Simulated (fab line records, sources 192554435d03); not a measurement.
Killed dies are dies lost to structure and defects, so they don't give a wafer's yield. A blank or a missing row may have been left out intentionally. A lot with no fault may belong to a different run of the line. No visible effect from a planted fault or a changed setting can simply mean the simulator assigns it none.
Chamber matching	flow n5 finfet	rie si-04 running N5_BEOL_M0_SAQP_MANDREL_ETCH_103: 4 sister chambers
The step etches a-Si in HBr/Cl2, stops on SiCN, target depth 45 nm, bt time 10 s, time 27 s. 22 wafers are shown with their chamber, then 11 later ones without.

WAFERS PAIRED WITH THEIR CHAMBERS
wafer	chamber	throttle valve pct (%)	drypump motor current A (A)	oes product au (a.u.)
L074.3	2	35.27	5.7	0.678
L074.4	1	35.46	6.1	0.711
L074.5	0	35.22	6.0	0.686
L076.4	1	35.47	6.0	0.710
L076.5	0	35.25	6.0	0.682
L076.6	3	35.85	4.9	0.685
L077.2	1	35.46	6.0	0.708
L077.3	3	35.85	5.0	0.684
L077.4	2	35.25	5.7	0.693
L078.2	3	35.85	4.9	0.681
L078.4	2	35.28	5.7	0.683
L078.6	1	35.48	6.0	0.708
L082.2	3	35.83	4.9	0.689
L082.4	2	35.25	5.7	0.682
L082.5	1	35.48	6.1	0.703
L083.2	3	35.86	4.9	0.686
L083.3	1	35.49	6.0	0.703
L083.6	3	35.82	4.9	0.692
L085.3	1	35.49	6.1	0.693
L085.4	0	35.26	5.9	0.685
L085.5	2	35.27	5.7	0.682
L089.1	1	35.46	6.1	0.705

SIGNATURES (means of the wafers above)
reading	chamber 0	chamber 1	chamber 2	chamber 3	scatter within a chamber
throttle valve pct	35.2433	35.4738	35.2640	35.8433	0.0147
drypump motor current A	5.967	6.050	5.700	4.917	0.0441
oes product au	0.68433	0.70513	0.68360	0.68617	0.00494
Rule: for each reading, subtract the chamber's mean from the wafer's reading, divide by that reading's scatter and square the result; add these up over the readings and take the root, which gives the wafer's distance from the chamber. The wafer belongs to the nearest chamber; if the next one is less than 2 further off, it can't be placed. How the scatter is found: for the shown wafers, subtract from each reading the mean of its chamber, square and add these, divide the total by (wafers less chambers), then take the root.

WAFERS MISSING THEIR CHAMBER
wafer	throttle valve pct (%)	drypump motor current A (A)	oes product au (a.u.)
L089.3	35.84	5.0	0.687
L089.6	35.28	5.6	0.682
L091.1	35.48	6.1	0.712
L091.3	35.26	5.9	0.670
L091.4	35.24	5.7	0.683
L092.1	35.29	5.7	0.677
L092.3	35.83	4.9	0.701
L092.6	35.47	6.1	0.704
L097.1	35.48	6.1	0.711
L097.2	35.28	6.0	0.680
L097.5	35.82	5.0	0.697

WHICH CHAMBER EACH ONE RAN IN
wafer	from the rows above	in truth
L089.3	3	3
L089.6	2	2
L091.1	1	1
L091.3	can't be placed: 0 or 2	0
L091.4	2	2
L092.1	2	2
L092.3	3	3
L092.6	1	1
L097.1	1	1
L097.2	0	0
L097.5	3	3
10 of 11 placed correctly. Cannot be placed on the basis of these rows: 1; the candidates contain the true chamber in 1. Placed wrongly: 0.
